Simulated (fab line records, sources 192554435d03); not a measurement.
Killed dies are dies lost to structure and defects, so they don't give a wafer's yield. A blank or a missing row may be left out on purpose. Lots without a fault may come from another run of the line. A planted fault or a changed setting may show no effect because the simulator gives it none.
Tool commonality check | flow n5_finfet | 9 lots, 27 wafers sampled

WHY IT WAS OPENED
At N5_MOL_CONTACT_COAG_INSPECT_97 the reading raw_defect_count is flagged on 3 of 9 lots. Wafers without a fault read 38, standard deviation 14.
Rule: a lot is flagged when every wafer of it that has a number lies more than 4 standard deviations from that mean, or none has a number. The other lots count as sound.

lot  | measured     | on                | raw_defect_count, wafer by wafer | flag
L582 | day 6 14:38  | defect_inspect-02 | 49 43 42                         |
L583 | day 7 00:11  | defect_inspect-01 | 76 47 30                         |
L584 | day 7 03:14  | defect_inspect-02 | 34 42 29                         |
L585 | day 7 09:10  | defect_inspect-02 | 25 27 29                         |
L589 | day 8 09:50  | defect_inspect-02 | 42 28 15                         |
L595 | day 9 21:14  | defect_inspect-01 | 1282 1279 1244                   | FLAGGED
L596 | day 10 00:20 | defect_inspect-01 | 1277 1325 1363                   | FLAGGED
L597 | day 10 04:55 | defect_inspect-01 | 1251 1241 1243                   | FLAGGED
L600 | day 11 05:35 | defect_inspect-01 | 51 42 51                         |
The numbers of the flagged lots are 1278 on average: +1240 against the usual, or +89 standard deviations.

WHICH TOOL RAN EACH LOT
The record holds 2 process steps before the reading, out of a route of 1938 steps. In each cell: the tool, then ch and the chambers that the sampled wafers went through, then the start.
lot  | flag    | N5_MOL_CONTACT_COAG_ETCHBACK_136   | N5_MOL_CONTACT_COAG_CMP_52
L582 |         | rie_diel-01 ch 0,1, day 6 10:23    | cmp-04 ch 0,3, day 6 11:17
L583 |         | rie_diel-02 ch 0,1, day 6 20:00    | cmp-03 ch 0,2, day 6 20:50
L584 |         | rie_diel-02 ch 0,2, day 6 22:42    | cmp-03 ch 1,2,3, day 6 23:39
L585 |         | rie_diel-04 ch 1,3, day 7 04:55    | cmp-02 ch 0,2,3, day 7 05:50
L589 |         | rie_diel-04 ch 2,3, day 8 05:35    | cmp-04 ch 2,3, day 8 06:28
L595 | FLAGGED | rie_diel-02 ch 1,2,3, day 9 17:01  | cmp-03 ch 0,1,2, day 9 17:55
L596 | FLAGGED | rie_diel-01 ch 0,2, day 9 20:10    | cmp-02 ch 2,3, day 9 21:00
L597 | FLAGGED | rie_diel-04 ch 0,2,3, day 10 00:41 | cmp-02 ch 2,3, day 10 01:34
L600 |         | rie_diel-01 ch 1,2,3, day 10 22:26 | cmp-02 ch 0,2,3, day 10 23:29
What these steps do:
- N5_MOL_CONTACT_COAG_ETCHBACK_136: etches SiO2 in CHF3, target depth 25 nm, time 16.7 s.
- N5_MOL_CONTACT_COAG_CMP_52: polishes, stops on SiO2, t overpolish 1.5 s, target thk 66.5 nm.
- N5_MOL_CONTACT_COAG_INSPECT_97: inspects for defects (darkfield).

FLAGGED OVER TOTAL, TOOL BY TOOL (the gauges that took the reading come last)
step                             | tool              | lots run | flagged | share of the flagged lots | sound lots run after its first flagged lot
N5_MOL_CONTACT_COAG_ETCHBACK_136 | rie_diel-01       | 3        | 1       | some                      | 1 (L600)
N5_MOL_CONTACT_COAG_ETCHBACK_136 | rie_diel-02       | 3        | 1       | some                      | 0
N5_MOL_CONTACT_COAG_ETCHBACK_136 | rie_diel-04       | 3        | 1       | some                      | 0
N5_MOL_CONTACT_COAG_CMP_52       | cmp-02            | 4        | 2       | some                      | 1 (L600)
N5_MOL_CONTACT_COAG_CMP_52       | cmp-03            | 3        | 1       | some                      | 0
N5_MOL_CONTACT_COAG_CMP_52       | cmp-04            | 2        | 0       | none                      | -
N5_MOL_CONTACT_COAG_INSPECT_97   | defect_inspect-01 | 5        | 3       | all                       | 1 (L600)
N5_MOL_CONTACT_COAG_INSPECT_97   | defect_inspect-02 | 4        | 0       | none                      | -

WHAT THE TABLE ALLOWS
1 row of the table ran every flagged lot: defect_inspect-01 at N5_MOL_CONTACT_COAG_INSPECT_97.
- defect_inspect-01 at N5_MOL_CONTACT_COAG_INSPECT_97: 3 of its 5 lots flagged. Sound lots ran on it after the first flagged one (L600), which a lasting fault on the whole tool wouldn't allow.
No row of the table ran every flagged lot and no sound lot after the first.

WHAT THE SIMULATOR HAD PUT IN
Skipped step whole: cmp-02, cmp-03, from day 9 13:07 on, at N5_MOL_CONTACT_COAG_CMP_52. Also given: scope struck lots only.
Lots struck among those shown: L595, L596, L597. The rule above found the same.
